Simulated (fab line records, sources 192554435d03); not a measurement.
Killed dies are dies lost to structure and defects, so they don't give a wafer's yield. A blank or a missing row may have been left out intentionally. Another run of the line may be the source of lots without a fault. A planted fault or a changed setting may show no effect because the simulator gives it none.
Matching of chambers :: flow n5Finfet :: 4 sister chambers for N5_BEOL_M12_ETCH_67 on rieDiel-01
The step etches SiARC in CF4, target depth 143 nm, time 238.3 s. 4 wafers are shown with their chamber, then 10 later ones without.

WAFERS WITH THEIR CHAMBER
wafer: L081.5
chamber: 3
drypumpMotorCurrentA (A): 5.2

wafer: L081.6
chamber: 0
drypumpMotorCurrentA (A): 4.9

wafer: L083.4
chamber: 2
drypumpMotorCurrentA (A): 6.4

wafer: L083.5
chamber: 1
drypumpMotorCurrentA (A): 5.1

WAFERS MISSING THEIR CHAMBER
wafer: L083.6
drypumpMotorCurrentA (A): 6.4

wafer: L087.1
drypumpMotorCurrentA (A): 4.9

wafer: L087.3
drypumpMotorCurrentA (A): 6.4

wafer: L087.6
drypumpMotorCurrentA (A): 5.2

wafer: L088.2
drypumpMotorCurrentA (A): 5.2

wafer: L088.4
drypumpMotorCurrentA (A): 6.3

wafer: L088.5
drypumpMotorCurrentA (A): 5.2

wafer: L086.1
drypumpMotorCurrentA (A): 4.9

wafer: L086.3
drypumpMotorCurrentA (A): 5.2

wafer: L086.5
drypumpMotorCurrentA (A): 4.9

WHICH CHAMBER EACH WENT THROUGH
wafer: L083.6
from the rows above: 2
in truth: 2

wafer: L087.1
from the rows above: 0
in truth: 0

wafer: L087.3
from the rows above: 2
in truth: 2

wafer: L087.6
from the rows above: 3
in truth: 3

wafer: L088.2
from the rows above: 3
in truth: 3

wafer: L088.4
from the rows above: 2
in truth: 2

wafer: L088.5
from the rows above: 3
in truth: 3

wafer: L086.1
from the rows above: 0
in truth: 0

wafer: L086.3
from the rows above: 3
in truth: 3

wafer: L086.5
from the rows above: 0
in truth: 0
10 of 10 placed correctly. From these rows, 0 cannot be placed. Number placed wrongly: 0.
How it was worked out, from the rows above alone: a wafer's distance from a chamber is the root of the sum, over the readings, of the square of ((its reading less the chamber's mean) divided by the reading's scatter). If the next closest chamber is less than 2 further off than the closest, the wafer can't be placed; otherwise it belongs to the closest. A chamber's mean is the mean of its shown wafers. The scatter: with one shown wafer a chamber, the root of the mean of the squares of how far each hidden wafer lies from its nearest shown one.
